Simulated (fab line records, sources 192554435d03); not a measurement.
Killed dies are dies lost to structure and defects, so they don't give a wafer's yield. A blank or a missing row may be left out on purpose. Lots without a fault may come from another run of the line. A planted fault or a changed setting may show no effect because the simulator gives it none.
One fault seen from 3 desks | flow n5_finfet | each desk has only its own numbers; what lay behind them comes last

THE METROLOGY DESK
What the gauges read, lot by lot, whatever tool the lot ran on: means of the sampled wafers that have a number. A lot is out of limits, marked OUT, if its mean lies more than 4 standard deviations from the usual mean; the brackets give that distance. Of its 11 readings 7 are shown: those that lie furthest out on some lot.
Columns: A = thk_nm at N5_STI_FIN_REVEAL_THK_MEAS_05, usual 131.8 nm; B = DIBL_N at N5_BEOL_M4_RC_MEAS_101, usual 35.9 mV/V; C = IOFF_N at N5_BEOL_M4_RC_MEAS_101, usual 0.152 nA/um; D = IOFF_P at N5_BEOL_M4_RC_MEAS_101, usual 0.204 nA/um; E = SS_P at N5_BEOL_M4_RC_MEAS_101, usual 73.2 mV/dec; F = VT_N at N5_BEOL_M4_RC_MEAS_101, usual 250.3 mV; G = VT_P at N5_BEOL_M4_RC_MEAS_101, usual -250.6 mV
lot  | first seen here | A     | B    | C     | D     | E    | F     | G
L907 | day 2 16:11     | 131.6 | 35.4 | 0.166 | 0.203 | 73.6 | 248.2 | -251.5
L908 | day 2 22:26     | 131.5 | 33.7 | 0.138 | 0.195 | 72.6 | 250.6 | -250.3
L909 | day 3 04:00     | 133.6 | 35.9 | 0.160 | 0.192 | 73.5 | 250.0 | -253.1
L923 | day 6 17:09     | 131.6 | 36.4 | 0.142 | 0.175 | 73.1 | 250.4 | -253.4
L924 | day 6 21:17     | 132.6 | 34.7 | 0.148 | 0.203 | 73.3 | 251.6 | -251.3
L925 | day 7 02:55     | 131.9 | 36.2 | 0.169 | 0.225 | 72.8 | 246.8 | -248.2
L926 | day 7 10:35     | 131.4 | 35.9 | 0.158 | 0.182 | 73.3 | 249.6 | -254.8
L927 | day 7 14:44     | 131.2 | 35.1 | 0.133 | 0.171 | 73.3 | 253.8 | -255.0
L928 | day 7 20:58     | 131.1 | 39.0 | 0.194 | 0.253 | 74.3 | 248.7 | -248.9
This desk's finding: nothing out of limits on any of the 9 lots.

THE TOOL OWNER'S DESK: wet_bench-06
The tool's own readings at N5_STI_FIN_REVEAL_PRECLEAN_29 (cleans in DHF, time 30 s): means of the sampled wafers that have a number, for each lot that ran on this tool. A lot is out of limits, marked OUT, if its mean lies more than 4 standard deviations from the usual mean; the brackets give that distance.
Columns: A = bath_heat_duty_pct at N5_STI_FIN_REVEAL_PRECLEAN_29, usual 6.0 %
lot  | first seen here | A
L907 | day 2 16:50     | 5.9
L908 | day 2 23:02     | 6.6
L909 | day 3 04:26     | 5.3
L923 | day 6 17:35     | 7.0
L928 | day 7 21:30     | 5.4
This desk's finding: nothing out of limits on any of the 5 lots.

THE DEFECT DESK
What the inspections along the route counted, lot by lot: means of the sampled wafers that have a number. A lot is out of limits, marked OUT, if its mean lies more than 4 standard deviations from the usual mean; the brackets give that distance.
Columns: A = raw_defect_count at N5_STI_FIN_REVEAL_INSPECT_13, usual 12
lot  | first seen here | A
L907 | day 2 19:49     | 14
L908 | day 3 01:53     | 20
L909 | day 3 07:17     | 188 (+38) OUT
L923 | day 6 20:37     | 9
L924 | day 7 00:58     | 10
L925 | day 7 06:23     | 11
L926 | day 7 13:52     | 13
L927 | day 7 18:01     | 12
L928 | day 8 00:20     | 13
This desk's finding: out of limits on L909; first on L909, day 3 07:17 (raw_defect_count at N5_STI_FIN_REVEAL_INSPECT_13). In limits: L907, L908, L923, L924, L925, L926, L927, L928.

PUT TOGETHER
The defect desk could have raised an alarm at day 3 07:17, on L909.
The metrology desk saw nothing out of limits.
The tool owner's desk saw nothing out of limits.
The metrology desk has L909 on record, within its limits.
The tool owner's desk has L909 on record, within its limits.
Of the lots named, all ran N5_STI_FIN_REVEAL_PRECLEAN_29 on wet_bench-06.

WHAT THE SIMULATOR HAD PUT IN
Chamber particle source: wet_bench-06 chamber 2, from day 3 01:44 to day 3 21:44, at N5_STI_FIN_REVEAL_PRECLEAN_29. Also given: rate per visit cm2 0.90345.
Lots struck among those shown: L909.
Hours from the fault's start to each desk's first reading out of limits: the defect desk, 6.
